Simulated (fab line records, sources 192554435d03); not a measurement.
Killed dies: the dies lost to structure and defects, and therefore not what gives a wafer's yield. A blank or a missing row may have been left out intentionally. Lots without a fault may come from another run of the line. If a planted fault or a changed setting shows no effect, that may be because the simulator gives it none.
fab line records	flow n5_finfet
record lots=12	wafers=36	last_day=18
route steps=1938 shown BEOL_M8@1398 BEOL_M9@1401 PASSIVATION@1936
lots untouched by any fault: they come from a run of this same line in which no faults occurred
start_h: the number of hours between the record's first day and the start of the first shown wafer of the lot	wait_h: time in hours since the lot's previous step	" as in the row above	L1.1+2: a row that stands for several wafers	- value missing, or start not given	* or withheld: withheld	< > ~ a bound
route shown NAME@n: NAME is a module with steps in the file, n the number in the route of the first one	usual: average and standard deviation across the fault-free wafers	same: alike in all rows	chamber/n: place in a boat	sites: readings site by site	_std_site: the standard deviation of these	_edge_site: the outer-site mean with the inner-site mean subtracted	radius_mm: for every site, how far away it sits from the centre of the wafer	mask NAME#n: copy n	behind: the tool/chamber that last shaped the wafer	hold: what put the lot on hold/how long, in hours/how the hold closed	device: the n, p or np transistor that did not switch	end of line: tests of these same wafers at the route's end	a step without rows: its recipe alone	killed: dies lost to structure and defects at the first sort, not the wafer's yield	map: per-die view of a wafer (x killed, . not killed, _ where there is no die)
set.NAME: the setting the step ran with; set.NAME@STEP: the setting that earlier step ran with	model.NAME: the simulator's own value behind a step, which no gauge read
steps of the route over a sample of lots; a table a step, a row a wafer
services: when a tool's chamber went out of use (start_h, in hours from the record's first day, below 0 if earlier), for how many hours, and the reason
## steps
# step N5_BEOL_M8_DEP_56
# recipe material=SiCN	target_thk_a=100	temp_c=withheld	precursor=3MS/NH3	pressure_torr=3	rf_w=202	time_s=17.5
# usual showerhead_plenum_p_Torr=3.668/0.013	throttle_valve_pct=9.3/0.71
lot.wafer	tool	chamber	start_h	wait_h	showerhead_plenum_p_Torr	throttle_valve_pct
L965.1	pecvd-01	1	231.68	0.0	3.684	8.6
L965.2	"	0	"	"	3.660	11.0
L965.6	"	0	"	"	3.669	11.2
L964.3	pecvd-01	1	235.62	0.0	3.689	8.9
L964.5	"	0	"	"	3.660	11.0
L964.6	"	2	"	"	3.670	9.0
L969.2	pecvd-02	0	254.77	0.0	3.683	8.9
L969.3	"	1	"	"	3.661	9.5
L969.4	"	2	"	"	3.673	8.6
L968.3	pecvd-02	0	254.95	0.0	3.691	9.0
L968.4	"	2	"	"	3.664	8.6
L968.6	"	1	"	"	3.664	9.6
L970.2	pecvd-03	1	257.18	0.0	3.638	9.5
L970.5	"	1	"	"	3.640	9.4
L970.6	"	2	"	"	3.669	8.7
L972.1	pecvd-03	2	292.13	0.0	3.681	9.0
L972.3	"	0	"	"	3.674	9.6
L972.4	"	2	"	"	3.662	8.5
L974.2	pecvd-01	0	292.51	0.0	3.652	10.9
L974.3	"	2	"	"	3.664	8.8
L974.5	"	2	"	"	3.662	9.4
L975.2	pecvd-02	1	300.59	0.0	3.664	9.8
L975.3	"	2	"	"	3.669	8.5
L975.4	"	1	"	"	3.654	9.7
L976.1	pecvd-02	1	310.55	0.0	3.669	9.5
L976.5	"	1	"	"	3.666	10.0
L976.6	"	2	"	"	3.667	8.5
L982.1	pecvd-02	1	327.79	0.0	3.664	9.5
L982.4	"	1	"	"	3.668	9.5
L982.6	"	2	"	"	3.677	8.7
L984.1	pecvd-03	1	341.53	0.0	3.634	9.2
L984.5	"	1	"	"	3.641	9.8
L984.6	"	0	"	"	3.686	9.6
L987.2	pecvd-01	1	373.98	0.0	3.679	8.7
L987.3	"	2	"	"	3.661	8.8
L987.5	"	0	"	"	3.678	11.1
# step N5_BEOL_M9_ILD_DEP_00
# recipe material=SiCOH_lowk	target_thk_a=3085.1	temp_c=300	precursor=DEMS/porogen	pressure_torr=5	rf_w=500	time_s=58
# usual heater_power_outer_w=155/40	heater_power_w=332/54	showerhead_plenum_p_Torr=5.739/0.02	throttle_valve_pct=13.9/0.67
lot.wafer	tool	chamber	start_h	wait_h	heater_power_outer_w	heater_power_w	showerhead_plenum_p_Torr	throttle_valve_pct
L965.1	pecvd-02	2	231.81	0.0	154	330	5.729	13.0
L965.2	"	0	"	"	88	280	5.749	13.6
L965.6	"	0	"	"	98	293	5.739	13.7
L964.3	pecvd-04	1	235.75	0.0	162	346	5.731	13.9
L964.5	"	2	"	"	132	278	5.719	12.5
L964.6	"	1	"	"	168	348	5.731	14.1
L969.2	pecvd-03	0	254.90	0.0	201	421	5.751	14.8
L969.3	"	2	"	"	95	240	5.756	13.3
L969.4	"	2	"	"	101	262	5.745	13.5
L968.3	pecvd-04	1	255.08	0.0	181	370	5.734	13.9
L968.4	"	0	"	"	144	312	5.754	13.8
L968.6	"	2	"	"	132	284	5.705	13.0
L970.2	pecvd-03	1	257.32	0.0	218	405	5.704	14.5
L970.5	"	1	"	"	228	406	5.702	14.7
L970.6	"	0	"	"	185	393	5.745	14.9
L972.1	pecvd-02	2	292.26	0.0	145	309	5.738	13.2
L972.3	"	0	"	"	109	314	5.760	13.7
L972.4	"	1	"	"	112	279	5.747	14.5
L974.2	pecvd-03	0	292.65	0.0	207	425	5.758	15.2
L974.3	"	2	"	"	108	265	5.734	13.3
L974.5	"	0	"	"	210	422	5.757	14.9
L975.2	pecvd-03	2	300.74	0.0	105	262	5.763	13.3
L975.3	"	0	"	"	198	408	5.772	15.0
L975.4	"	1	"	"	204	388	5.712	14.6
L976.1	pecvd-02	2	310.68	0.0	144	323	5.746	13.1
L976.5	"	0	"	"	127	341	5.769	13.8
L976.6	"	2	"	"	150	317	5.738	13.3
L982.1	pecvd-04	2	327.92	0.0	142	288	5.714	12.9
L982.4	"	0	"	"	199	377	5.754	14.0
L982.6	"	2	"	"	146	294	5.727	13.2
L984.1	pecvd-04	2	341.66	0.0	148	307	5.720	13.0
L984.5	"	1	"	"	154	326	5.731	14.0
L984.6	"	2	"	"	152	308	5.718	13.2
L987.2	pecvd-03	2	374.11	0.0	115	277	5.754	13.6
L987.3	"	1	"	"	217	399	5.714	14.8
L987.5	"	0	"	"	192	407	5.745	15.0
# step N5_BEOL_M9_THK_MEAS_01
# recipe reads=SiCOH_lowk_of_BEOL_M9_ILD_DEP_00
# usual M9_ILD_THK=268/3.2
lot.wafer	tool	chamber	start_h	wait_h	M9_ILD_THK[nm]
L965.1	film_metro-01	-	234.14	0.4	271
L965.2	"	-	"	"	266
L965.6	"	-	"	"	272
L964.3	film_metro-01	-	237.32	0.3	266
L964.5	"	-	"	"	268
L964.6	"	-	"	"	269
L969.2	film_metro-01	-	255.58	0.4	266
L969.3	"	-	"	"	268
L969.4	"	-	"	"	273
L968.3	film_metro-02	-	255.81	0.3	260
L968.4	"	-	"	"	270
L968.6	"	-	"	"	266
L970.2	film_metro-02	-	257.95	0.4	266
L970.5	"	-	"	"	271
L970.6	"	-	"	"	273
L972.1	film_metro-02	-	292.85	0.4	267
L972.3	"	-	"	"	265
L972.4	"	-	"	"	270
L974.2	film_metro-01	-	293.72	0.7	271
L974.3	"	-	"	"	270
L974.5	"	-	"	"	271
L975.2	film_metro-01	-	301.45	0.4	269
L975.3	"	-	"	"	266
L975.4	"	-	"	"	271
L976.1	film_metro-01	-	311.27	0.4	265
L976.5	"	-	"	"	267
L976.6	"	-	"	"	268
L982.1	film_metro-01	-	328.53	0.4	265
L982.4	"	-	"	"	270
L982.6	"	-	"	"	269
L984.1	film_metro-02	-	342.25	0.4	267
L984.5	"	-	"	"	272
L984.6	"	-	"	"	271
L987.2	film_metro-02	-	375.18	0.7	267
L987.3	"	-	"	"	259
L987.5	"	-	"	"	266
# step N5_BEOL_M9_COAT_63
# recipe resist=SOC	temp_c=250	time_s=60	spin_rpm=1500	resist_thk_nm=60
# usual plate_temp_C=249.97/0.17	spin_speed_rpm=1500.0/1
lot.wafer	tool	chamber	start_h	wait_h	plate_temp_C	spin_speed_rpm
L965.1	litho_track-01	0	235.56	0.1	249.84	1499.5
L965.2	"	0	"	"	249.93	1498.9
L965.6	"	0	"	"	249.93	1498.1
L964.3	litho_track-04	0	239.07	0.3	250.09	1499.2
L964.5	"	0	"	"	250.00	1500.1
L964.6	"	0	"	"	250.09	1501.5
L969.2	litho_track-04	0	258.28	1.1	249.84	1499.0
L969.3	"	0	"	"	249.84	1498.4
L969.4	"	0	"	"	249.74	1499.3
L968.3	litho_track-05	0	258.28	1.0	250.05	1499.6
L968.4	"	0	"	"	249.79	1499.5
L968.6	"	0	"	"	249.92	1500.3
L970.2	litho_track-01	0	260.33	0.0	250.04	1499.8
L970.5	"	0	"	"	249.95	1500.0
L970.6	"	0	"	"	249.85	1498.8
L974.2	litho_track-01	0	296.30	0.1	250.01	1501.7
L974.3	"	0	"	"	249.94	1499.2
L974.5	"	0	"	"	250.02	1500.6
L972.1	litho_track-04	0	296.30	1.3	249.96	1500.6
L972.3	"	0	"	"	249.95	1499.0
L972.4	"	0	"	"	249.93	1500.6
L975.2	litho_track-01	0	305.05	0.3	250.07	1347.9
L975.3	"	0	"	"	249.99	1348.6
L975.4	"	0	"	"	250.07	1347.0
L976.1	litho_track-01	0	316.19	3.6	249.77	1348.0
L976.5	"	0	"	"	249.70	1348.2
L976.6	"	0	"	"	250.02	1347.8
L982.1	litho_track-05	0	330.04	0.4	250.03	1500.1
L982.4	"	0	"	"	250.09	1501.8
L982.6	"	0	"	"	250.18	1499.1
L984.1	litho_track-05	0	348.18	2.5	249.86	1499.3
L984.5	"	0	"	"	249.69	1499.6
L984.6	"	0	"	"	250.18	1499.8
L987.2	litho_track-04	0	379.71	1.5	249.89	1498.6
L987.3	"	0	"	"	250.01	1498.4
L987.5	"	0	"	"	249.72	1500.7
# step N5_PASSIVATION_PROBE_49
# usual defect_limited_yield=91.1/1.5	killed_at_M0_to_M3=33/9.9	killed_at_M4_up=14/5.2	killed_at_contacts=12/6.7	killed_at_front_end=43/13	killed_at_other=3.4/2.7	killed_dies=105/17	killed_open=69/13	killed_short=33/7.5	sort_bin_5_function=5.2/0.91	sort_bin_6_memory=3.3/0.71	sort_n_pass=1075/17	sort_yield_pct=91.1/1.5
# same gross_dies=1180	killed_at_back_side=0	sort_bin_4_leakage[%]=0	sort_bin_8_speed[%]=0
lot.wafer	tool	chamber	start_h	wait_h	defect_limited_yield[%]	killed_at_M0_to_M3	killed_at_M4_up	killed_at_contacts	killed_at_front_end	killed_at_other	killed_dies	killed_open	killed_short	sort_bin_5_function[%]	sort_bin_6_memory[%]	sort_n_pass	sort_yield_pct[%]
L965.1	prober-01	-	299.52	0.0	90.5	25	24	11	49	3	112	76	33	6.1	2.9	1068	90.5
L965.2	prober-01	-	299.57	0.1	88.1	22	18	20	75	5	140	101	31	5.8	5.2	1040	88.1
L965.6	prober-01	-	299.77	0.3	88.6	29	11	21	70	3	134	89	45	6.9	4.2	1046	88.6
L964.3	prober-01	-	305.33	0.1	90.4	37	17	10	43	6	113	69	43	5.6	3.6	1067	90.4
L964.5	prober-01	-	305.43	0.2	89.2	56	11	22	39	0	128	99	28	6.5	4.2	1052	89.2
L964.6	prober-01	-	305.48	0.3	89.6	45	14	16	47	1	123	84	39	5.8	4.2	1057	89.6
L969.2	prober-01	-	316.88	0.1	91.2	26	19	6	48	5	104	76	28	5.9	2.9	1076	91.2
L969.3	prober-01	-	316.93	0.1	91.4	16	15	3	62	6	102	56	45	4.8	3.6	1078	91.4
L969.4	prober-01	-	316.98	0.2	90.3	32	22	6	49	5	114	74	35	5.2	4.3	1066	90.3
L968.3	prober-01	-	323.75	0.1	92.1	31	14	11	36	1	93	70	20	3.7	4.1	1087	92.1
L968.4	prober-01	-	323.80	0.2	89.1	47	21	11	49	1	129	94	33	5.8	4.8	1051	89.1
L968.6	prober-01	-	323.90	0.3	93.2	19	23	12	18	8	80	59	20	3.7	2.9	1100	93.2
L970.2	prober-01	-	328.84	0.1	92.9	21	6	12	44	1	84	58	23	4.3	2.5	1096	92.9
L970.5	prober-01	-	328.99	0.2	90.8	30	14	18	47	0	109	70	38	5.2	3.4	1071	90.8
L970.6	prober-01	-	329.04	0.3	91.0	26	7	15	56	2	106	51	54	4.8	3.7	1074	91.0
L974.2	prober-01	-	356.44	0.1	91.4	33	11	20	37	1	102	70	32	5.3	3.2	1078	91.4
L974.3	prober-01	-	356.49	0.1	90.8	34	12	19	39	4	108	71	35	5.8	3.1	1072	90.8
L974.5	prober-01	-	356.59	0.2	88.1	41	12	31	52	5	141	91	50	7.0	4.3	1039	88.1
L972.1	prober-01	-	357.26	0.0	92.8	25	18	8	31	3	85	55	29	5.0	2.0	1095	92.8
L972.3	prober-01	-	357.36	0.1	88.7	30	16	27	57	3	133	100	31	6.4	4.6	1047	88.7
L972.4	prober-01	-	357.41	0.2	93.6	17	4	7	41	7	76	54	20	4.0	2.5	1104	93.6
L975.2	prober-01	-	365.10	0.1	90.3	38	29	8	35	4	114	79	32	5.2	4.0	1066	90.3
L975.3	prober-01	-	365.15	0.2	91.7	34	19	3	41	1	98	69	28	4.9	3.2	1082	91.7
L975.4	prober-01	-	365.20	0.2	93.6	30	8	4	30	3	75	51	24	4.4	1.9	1105	93.6
L976.1	prober-02	-	370.08	0.0	90.0	24	14	22	56	2	118	76	42	5.7	4.2	1062	90.0
L976.5	prober-02	-	370.28	0.2	91.8	26	8	17	43	3	97	71	26	4.6	3.6	1083	91.8
L976.6	prober-02	-	370.33	0.3	89.7	33	14	23	49	3	122	85	37	5.8	4.0	1058	89.7
L982.1	prober-02	-	388.19	0.0	93.1	29	7	3	38	5	82	54	28	4.0	2.8	1098	93.1
L982.4	prober-02	-	388.34	0.2	91.5	31	16	14	34	5	100	63	33	4.5	3.6	1080	91.5
L982.6	prober-02	-	388.44	0.3	90.0	22	16	19	60	1	118	80	36	5.3	4.3	1062	90.0
L984.1	prober-02	-	406.77	0.0	91.2	38	20	8	36	2	104	65	38	5.3	3.2	1076	91.2
L984.5	prober-02	-	406.97	0.2	90.8	29	20	12	45	2	108	71	34	5.1	3.7	1072	90.8
L984.6	prober-02	-	407.02	0.3	91.6	26	19	17	36	1	99	60	39	5.3	2.8	1081	91.6
L987.2	prober-01	-	438.40	0.1	89.2	35	20	17	54	2	128	81	41	6.1	3.9	1052	89.2
L987.3	prober-01	-	438.45	0.1	89.5	57	9	12	42	4	124	74	49	6.1	4.2	1056	89.5
L987.5	prober-01	-	438.55	0.2	91.6	38	9	10	38	4	99	57	37	4.7	3.3	1081	91.6
# killed by level:class
L965.1 FIN_SAQP:geometric_particle:short=15 MOL_CONTACT_COAG:geometric_particle:open=11 STI_FIN_REVEAL:geometric_particle:open=10 BEOL_M4:geometric_particle:open=9 BEOL_M2:geometric_particle:open=8 GATE_CUT:geometric_particle:short=6 BEOL_M0_SAQP:geometric_particle:open=6 FIN_SAQP:geometric_particle:open=4
L965.2 FIN_SAQP:geometric_particle:open=20 STI_FIN_REVEAL:geometric_particle:open=17 MOL_CONTACT_COAG:geometric_particle:open=16 BEOL_M4:geometric_particle:open=8 DUMMY_GATE:geometric_particle:open=6 BEOL_M0_SAQP:geometric_particle:open=6 BEOL_M2:geometric_particle:open=6 HKMG_FIN:area_etch=6
L965.6 MOL_CONTACT_COAG:geometric_particle:open=18 STI_FIN_REVEAL:geometric_particle:open=16 FIN_SAQP:geometric_particle:short=14 FIN_SAQP:geometric_particle:open=12 BEOL_M1:geometric_particle:open=8 BEOL_M0_SAQP:geometric_particle:short=6 BEOL_M4:geometric_particle:open=6 GATE_CUT:geometric_particle:open=5
L964.3 FIN_SAQP:geometric_particle:open=13 BEOL_M1:geometric_particle:open=8 BEOL_M0_SAQP:geometric_particle:open=7 MOL_CONTACT_COAG:geometric_particle:open=6 BEOL_M0_SAQP:geometric_particle:short=6 BEOL_M2:geometric_particle:open=6 BEOL_M4:geometric_particle:open=6 STARTING-WAFER:geometric_particle:short=6
L964.5 FIN_SAQP:geometric_particle:open=19 MOL_CONTACT_COAG:geometric_particle:open=16 BEOL_M2:geometric_particle:open=15 BEOL_M0_SAQP:geometric_particle:short=11 BEOL_M3:geometric_particle:open=10 BEOL_M0_SAQP:geometric_particle:open=7 MOL_CONTACT_COAG:geometric_particle:short=6 BEOL_M4:geometric_particle:open=6
L964.6 MOL_CONTACT_COAG:geometric_particle:open=14 FIN_SAQP:geometric_particle:open=13 BEOL_M2:geometric_particle:open=13 FIN_SAQP:geometric_particle:short=9 BEOL_M0_SAQP:geometric_particle:open=9 BEOL_M0_SAQP:geometric_particle:short=8 STARTING-WAFER:geometric_particle:open=5 BEOL_M7:geometric_particle:open=5
L969.2 FIN_SAQP:geometric_particle:short=9 DUMMY_GATE:geometric_particle:open=9 BEOL_M0_SAQP:geometric_particle:open=9 FIN_SAQP:geometric_particle:open=8 BEOL_M3:geometric_particle:open=6 STI_FIN_REVEAL:geometric_particle:open=6 BEOL_M5:geometric_particle:open=6 STARTING-WAFER:geometric_particle:open=6
L969.3 FIN_SAQP:geometric_particle:short=15 DUMMY_GATE:geometric_particle:open=12 FIN_SAQP:geometric_particle:open=8 BEOL_M3:geometric_particle:open=5 DUMMY_GATE:geometric_particle:short=4 FIN_CUT:geometric_particle:short=3 STI_FIN_REVEAL:geometric_particle:open=3 BEOL_M8:geometric_particle:open=3
L969.4 DUMMY_GATE:geometric_particle:open=10 STI_FIN_REVEAL:geometric_particle:open=9 BEOL_M0_SAQP:geometric_particle:open=8 BEOL_M0_SAQP:geometric_particle:short=8 FIN_SAQP:geometric_particle:short=7 FIN_SAQP:geometric_particle:open=6 DUMMY_GATE:geometric_particle:short=6 MOL_CONTACT_COAG:geometric_particle:open=6
L968.3 BEOL_M2:geometric_particle:open=15 BEOL_M4:geometric_particle:open=11 MOL_CONTACT_COAG:geometric_particle:open=10 STI_FIN_REVEAL:geometric_particle:open=8 ILD0:geometric_particle:open=5 FIN_SAQP:geometric_particle:open=4 DUMMY_GATE:geometric_particle:open=4 FIN_SAQP:geometric_particle:short=3
L968.4 STI_FIN_REVEAL:geometric_particle:open=23 BEOL_M4:geometric_particle:open=14 BEOL_M2:geometric_particle:open=14 BEOL_M0_SAQP:geometric_particle:open=9 BEOL_M1:geometric_particle:open=9 MOL_CONTACT_COAG:geometric_particle:open=8 BEOL_M0_SAQP:geometric_particle:short=8 STI_FIN_REVEAL:geometric_particle:short=4
L968.6 BEOL_M4:geometric_particle:open=15 BEOL_M2:geometric_particle:open=12 MOL_CONTACT_COAG:geometric_particle:open=8 STI_FIN_REVEAL:geometric_particle:open=4 STARTING-WAFER:geometric_particle:open=4 FIN_SAQP:geometric_particle:open=3 MOL_CONTACT_COAG:geometric_particle:short=3 BEOL_M4:geometric_particle:short=3
L970.2 STI_FIN_REVEAL:geometric_particle:open=12 MOL_CONTACT_COAG:geometric_particle:open=9 FIN_SAQP:geometric_particle:open=8 FIN_SAQP:geometric_particle:short=8 BEOL_M3:geometric_particle:open=8 STARTING-WAFER:geometric_particle:open=4 DUMMY_GATE:geometric_particle:open=4 MOL_CONTACT_COAG:geometric_particle:short=3
L970.5 MOL_CONTACT_COAG:geometric_particle:open=14 BEOL_M3:geometric_particle:open=11 STI_FIN_REVEAL:geometric_particle:open=10 FIN_SAQP:geometric_particle:open=8 FIN_SAQP:geometric_particle:short=8 BEOL_M4:geometric_particle:open=8 BEOL_M3:geometric_particle:short=5 GATE_CUT:geometric_particle:open=4
L970.6 FIN_SAQP:geometric_particle:short=16 BEOL_M0_SAQP:geometric_particle:short=16 STI_FIN_REVEAL:geometric_particle:open=11 MOL_CONTACT_COAG:geometric_particle:open=11 FIN_SAQP:geometric_particle:open=6 DUMMY_GATE:geometric_particle:open=5 ILD0:geometric_particle:short=4 GATE_CUT:geometric_particle:short=4
L974.2 MOL_CONTACT_COAG:geometric_particle:open=15 FIN_SAQP:geometric_particle:open=14 BEOL_M3:geometric_particle:open=9 BEOL_M1:geometric_particle:open=8 FIN_SAQP:geometric_particle:short=6 BEOL_M0_SAQP:geometric_particle:short=6 BEOL_M4:geometric_particle:open=6 MOL_CONTACT_COAG:geometric_particle:short=5
L974.3 STI_FIN_REVEAL:geometric_particle:open=13 MOL_CONTACT_COAG:geometric_particle:open=12 BEOL_M3:geometric_particle:open=9 MOL_CONTACT_COAG:geometric_particle:short=7 BEOL_M0_SAQP:geometric_particle:open=6 GATE_CUT:geometric_particle:open=5 BEOL_M0_SAQP:geometric_particle:short=5 BEOL_M5:geometric_particle:open=5
L974.5 MOL_CONTACT_COAG:geometric_particle:open=26 STI_FIN_REVEAL:geometric_particle:open=21 BEOL_M0_SAQP:geometric_particle:open=10 BEOL_M0_SAQP:geometric_particle:short=9 FIN_SAQP:geometric_particle:short=7 BEOL_M3:geometric_particle:open=7 FIN_SAQP:geometric_particle:open=5 STI_FIN_REVEAL:geometric_particle:short=5
L972.1 BEOL_M3:geometric_particle:open=12 BEOL_M4:geometric_particle:open=8 FIN_SAQP:geometric_particle:open=7 STI_FIN_REVEAL:geometric_particle:open=6 MOL_CONTACT_COAG:geometric_particle:open=6 FIN_SAQP:geometric_particle:short=5 BEOL_M1:geometric_particle:open=4 DUMMY_GATE:geometric_particle:open=3
L972.3 FIN_SAQP:geometric_particle:open=21 MOL_CONTACT_COAG:geometric_particle:open=21 BEOL_M3:geometric_particle:open=10 DUMMY_GATE:geometric_particle:open=7 MOL_CONTACT_COAG:geometric_particle:short=6 BEOL_M2:geometric_particle:open=6 BEOL_M4:geometric_particle:open=6 FIN_CUT:geometric_particle:open=4
L972.4 FIN_SAQP:geometric_particle:open=14 BEOL_M3:geometric_particle:open=8 MOL_CONTACT_COAG:geometric_particle:open=6 STI_FIN_REVEAL:geometric_particle:open=5 PAD_METAL:geometric_particle:short=5 STARTING-WAFER:geometric_particle:open=4 FIN_SAQP:geometric_particle:short=3 DUMMY_GATE:geometric_particle:open=3
L975.2 BEOL_M4:geometric_particle:open=17 BEOL_M2:geometric_particle:open=9 GATE_CUT:geometric_particle:open=8 BEOL_M0_SAQP:geometric_particle:open=8 STI_FIN_REVEAL:geometric_particle:open=7 BEOL_M0_SAQP:geometric_particle:short=7 MOL_CONTACT_COAG:geometric_particle:open=5 BEOL_M2:geometric_particle:short=5
L975.3 BEOL_M4:geometric_particle:open=13 FIN_SAQP:geometric_particle:open=12 BEOL_M0_SAQP:geometric_particle:short=12 STI_FIN_REVEAL:geometric_particle:open=9 DUMMY_GATE:geometric_particle:open=7 BEOL_M0_SAQP:geometric_particle:open=7 BEOL_M2:geometric_particle:open=6 FIN_SAQP:geometric_particle:short=4
L975.4 BEOL_M2:geometric_particle:open=13 FIN_SAQP:geometric_particle:open=7 BEOL_M3:geometric_particle:open=7 FIN_SAQP:geometric_particle:short=5 GATE_CUT:geometric_particle:open=4 MOL_CONTACT_COAG:geometric_particle:open=4 STARTING-WAFER:geometric_particle:short=4 BEOL_M0_SAQP:geometric_particle:short=3
L976.1 MOL_CONTACT_COAG:geometric_particle:open=22 STI_FIN_REVEAL:geometric_particle:open=18 FIN_SAQP:geometric_particle:short=13 FIN_SAQP:geometric_particle:open=12 BEOL_M0_SAQP:geometric_particle:short=11 BEOL_M4:geometric_particle:open=7 BEOL_M2:geometric_particle:short=5 BEOL_M0_SAQP:geometric_particle:open=3
L976.5 STI_FIN_REVEAL:geometric_particle:open=29 MOL_CONTACT_COAG:geometric_particle:open=13 BEOL_M2:geometric_particle:open=7 BEOL_M0_SAQP:geometric_particle:open=6 BEOL_M0_SAQP:geometric_particle:short=5 BEOL_M3:geometric_particle:open=5 MOL_CONTACT_COAG:geometric_particle:short=4 STARTING-WAFER:geometric_particle:short=3
L976.6 FIN_SAQP:geometric_particle:open=18 MOL_CONTACT_COAG:geometric_particle:open=16 STI_FIN_REVEAL:geometric_particle:open=13 BEOL_M2:geometric_particle:open=11 MOL_CONTACT_COAG:geometric_particle:short=7 BEOL_M0_SAQP:geometric_particle:short=5 BEOL_M3:geometric_particle:short=5 BEOL_M6:geometric_particle:open=5
L982.1 STI_FIN_REVEAL:geometric_particle:open=8 BEOL_M2:geometric_particle:open=8 FIN_SAQP:geometric_particle:short=7 STARTING-WAFER:geometric_particle:open=7 BEOL_M1:geometric_particle:open=6 BEOL_M3:geometric_particle:open=5 FIN_SAQP:geometric_particle:open=4 MOL_CONTACT_COAG:geometric_particle:open=3
L982.4 MOL_CONTACT_COAG:geometric_particle:open=11 BEOL_M2:geometric_particle:open=11 STI_FIN_REVEAL:geometric_particle:open=9 FIN_SAQP:geometric_particle:short=6 BEOL_M3:geometric_particle:open=6 BEOL_M4:geometric_particle:open=5 FIN_SAQP:geometric_particle:open=4 STARTING-WAFER:geometric_particle:short=4
L982.6 STI_FIN_REVEAL:geometric_particle:open=19 MOL_CONTACT_COAG:geometric_particle:open=14 BEOL_M4:geometric_particle:open=10 FIN_SAQP:geometric_particle:short=8 BEOL_M3:geometric_particle:open=7 STI_FIN_REVEAL:geometric_particle:short=6 FIN_SAQP:geometric_particle:open=5 MOL_CONTACT_COAG:geometric_particle:short=5
L984.1 BEOL_M1:geometric_particle:open=10 FIN_SAQP:geometric_particle:short=9 BEOL_M3:geometric_particle:open=9 FIN_SAQP:geometric_particle:open=8 MOL_CONTACT_COAG:geometric_particle:open=7 BEOL_M0_SAQP:geometric_particle:open=7 BEOL_M4:geometric_particle:open=7 BEOL_M5:geometric_particle:short=5
L984.5 FIN_SAQP:geometric_particle:short=13 MOL_CONTACT_COAG:geometric_particle:open=11 FIN_SAQP:geometric_particle:open=10 BEOL_M3:geometric_particle:open=8 DUMMY_GATE:geometric_particle:open=7 BEOL_M4:geometric_particle:open=7 STI_FIN_REVEAL:geometric_particle:open=6 BEOL_M1:geometric_particle:open=6
L984.6 MOL_CONTACT_COAG:geometric_particle:open=12 FIN_SAQP:geometric_particle:short=10 BEOL_M4:geometric_particle:open=10 BEOL_M1:geometric_particle:open=9 BEOL_M3:geometric_particle:open=6 FIN_SAQP:geometric_particle:open=5 STI_FIN_REVEAL:geometric_particle:open=5 MOL_CONTACT_COAG:geometric_particle:short=5
L987.2 MOL_CONTACT_COAG:geometric_particle:open=14 BEOL_M0_SAQP:geometric_particle:open=10 FIN_SAQP:geometric_particle:open=9 FIN_SAQP:geometric_particle:short=9 STI_FIN_REVEAL:geometric_particle:open=8 BEOL_M4:geometric_particle:open=7 DUMMY_GATE:geometric_particle:open=6 BEOL_M3:geometric_particle:open=6
L987.3 MOL_CONTACT_COAG:geometric_particle:open=11 BEOL_M0_SAQP:geometric_particle:short=11 BEOL_M1:geometric_particle:short=9 FIN_SAQP:geometric_particle:open=8 BEOL_M0_SAQP:geometric_particle:open=8 BEOL_M3:geometric_particle:open=8 GATE_CUT:geometric_particle:short=6 BEOL_M0:geometric_particle:open=6
L987.5 FIN_SAQP:geometric_particle:short=10 MOL_CONTACT_COAG:geometric_particle:open=8 BEOL_M0_SAQP:geometric_particle:short=7 BEOL_M1:geometric_particle:open=7 FIN_SAQP:geometric_particle:open=6 BEOL_M2:geometric_particle:open=6 GATE_CUT:geometric_particle:open=5 BEOL_M0_SAQP:geometric_particle:open=5
## services
tool	chamber	start_h	hours	kind
pecvd-03	1	214.97	2.1	scheduled_down
pecvd-01	-	256.66	1.3	repair
pecvd-02	2	271.16	5.5	scheduled_down
pecvd-01	0	281.86	2.1	scheduled_down
pecvd-01	2	293.32	26.4	repair
pecvd-02	0	298.62	5.5	scheduled_down
pecvd-01	1	312.02	5.0	scheduled_down
pecvd-02	0	331.53	2.1	scheduled_down
pecvd-01	-	340.65	9.4	repair
pecvd-04	2	349.70	5.5	scheduled_down
litho_track-04	-	373.06	-	consumable_replace:filter
## key
first_sign step=N5_BEOL_M9_COAT_63	reading=spin_speed_rpm	direction=down	sigmas=99+	usual=*	struck=*
effect none on later readings
met_at N5_BEOL_M9_COAT_63
struck_lots L975,L976
not_acting_at N5_BEOL_M8_DEP_56,N5_BEOL_M9_ILD_DEP_00,N5_BEOL_M9_THK_MEAS_01
onset_between 296.30 305.05
fault kind=process_parameter_drift	tool=litho_track-01	chamber=-	onset_h=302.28	steps=N5_BEOL_M9_COAT_63	channel=spin_rpm	offset=*	shape=step	end_h=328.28	acts_in=*	stated=*
